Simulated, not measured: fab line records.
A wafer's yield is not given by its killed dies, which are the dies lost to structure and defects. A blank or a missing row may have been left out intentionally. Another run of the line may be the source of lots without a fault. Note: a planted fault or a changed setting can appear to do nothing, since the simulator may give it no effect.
Comparing a struck lot with a sound one / flow n5_finfet / 37 out of 1938 route steps
Sound: the wafers L542.1, L542.5, L542.6. The struck wafers were L541.1, L541.3, L541.5. The cause is named last.
At each step with rows: each side's tool, then ch and its chambers, then its first start. Under that, the readings that differ: sound wafers / struck wafers / difference of the means / sigmas: that difference in standard deviations of wafers without a fault.
alike: words and numbers the same on both sides, and readings whose means are apart by under 2 such deviations; not compared: readings that were withheld, readings missing a value for some wafer, numbers with overlapping values and no deviation given by the record, and bounds like >300 which may hide the same value.
Wherever a step has rows on one side only, a row that says differs or no value, or a row with sigmas, the two part there. When numbers do not overlap yet have no deviation, they are printed without sigmas and do not part them. A reading missing from all wafers of one side parts the sides only when that side holds two or more wafers.

first, 9 steps without rows for these wafers: N5_PASSIVATION_EBR_06; N5_PASSIVATION_SOFTBAKE_05 (time 90 s); N5_PASSIVATION_EXPOSE_07 (exposes mask TV, defocus 0 nm, target cd 3000 nm); N5_PASSIVATION_PEB_08; N5_PASSIVATION_DEVELOP_09 (develop time 60 s); N5_PASSIVATION_HARDBAKE_11 (time 120 s); N5_PASSIVATION_DESCUM_12 (chemistry O2, time 7.9 s); N5_PASSIVATION_PASS_ETCH_74 (etches SiNx in CF4/O2, target depth 220 nm, time 110 s); N5_PASSIVATION_VIA_ETCH_13 (etches SiO2 in CHF3/O2, target depth 660 nm, time 330 s).
N5_PASSIVATION_STRIP_14: strips in O2.
  sound on rie_diel-02 ch 1,2, day 18 03:11; struck on rie_diel-06 ch 0,2, day 17 13:55
  alike: chamber_pressure_mTorr, drypump_motor_current_A, oes_product_au, rf_vpp_V, showerhead_plenum_p_Torr, temp_c, throttle_valve_pct
  not compared: rf_hours_counter_h
then, 26 steps without rows for these wafers: N5_PASSIVATION_ETCH_15 (etches SiCN in CF4/N2, target depth 75 nm, time 81.2 s); N5_PASSIVATION_STRIP_73 (strips in post etch residue remover, time 60 s); N5_PASSIVATION_SRD_17 (time 30 s, dry time 30 s); N5_PASSIVATION_DEGAS_18 (time 60 s); N5_PASSIVATION_PRE_CLEAN_19; N5_PASSIVATION_SPUTTER_20 (material TaN, target thk 50 nm); N5_PASSIVATION_AL_DEP_21 (deposits Al, target thk 2800 nm, time 170 s); N5_PASSIVATION_HMDS_23 (time 60 s); N5_PASSIVATION_COAT_24; N5_PASSIVATION_EBR_26; N5_PASSIVATION_SOFTBAKE_25 (time 90 s); N5_PASSIVATION_EXPOSE_27 (exposes mask PAD, defocus 0 nm); N5_PASSIVATION_PEB_28; N5_PASSIVATION_DEVELOP_29 (develop time 60 s); N5_PASSIVATION_HARDBAKE_31 (time 120 s); N5_PASSIVATION_DESCUM_32 (chemistry O2, time 7.9 s); N5_PASSIVATION_AL_ETCH_33 (etches Al in Cl2/BCl3, stops on TaN, target depth 2800 nm, time 466.7 s); N5_PASSIVATION_ETCH_59 (etches TaN in Cl2/BCl3, target depth 65 nm, time 34.9 s); N5_PASSIVATION_STRIP_34 (strips in O2); N5_PASSIVATION_STRIP_51 (strips in post etch residue remover, time 1200 s); N5_PASSIVATION_CLEAN_69 (cleans in IPA, time 180 s); N5_PASSIVATION_SRD_70 (time 30 s); N5_PASSIVATION_PECVD_53 (deposits SiO2 from TEOS/O2, target thk 800 nm, time 169.4 s); N5_PASSIVATION_PECVD_35 (deposits SiNx from SiH4/NH3/N2, target thk 700 nm, time 151.3 s); N5_PASSIVATION_HMDS_37 (time 60 s); N5_PASSIVATION_COAT_38.
N5_PASSIVATION_PROBE_49:
  sound on prober-01 at day 18 09:07; struck on prober-02 at day 17 21:10
reading=defect_limited_yield (%); sound=92.2 90.0; struck=83.4 88.7 86.0; difference=-5.1; sigmas=-3
reading=killed_at_other; sound=1 8; struck=92 61 60; difference=+66; sigmas=+24
reading=killed_dies; sound=92 118; struck=196 133 165; difference=+60; sigmas=+3
reading=sort_bin_5_function (%); sound=4.4 5.8; struck=10.6 7.2 8.9; difference=+3.8; sigmas=+3
reading=sort_n_pass; sound=1088 1062; struck=984 1047 1015; difference=-60; sigmas=-3
reading=sort_yield_pct (%); sound=92.2 90.0; struck=83.4 88.7 86.0; difference=-5.1; sigmas=-3
  alike: killed_at_M0_to_M3, killed_at_M4_up, killed_at_contacts, killed_at_front_end, killed_open, killed_short, sort_bin_6_memory, sort_bin_8_speed

== WHERE THEY PART ==
N5_PASSIVATION_PROBE_49 only, going by this record.

WHY: what the simulator had put in
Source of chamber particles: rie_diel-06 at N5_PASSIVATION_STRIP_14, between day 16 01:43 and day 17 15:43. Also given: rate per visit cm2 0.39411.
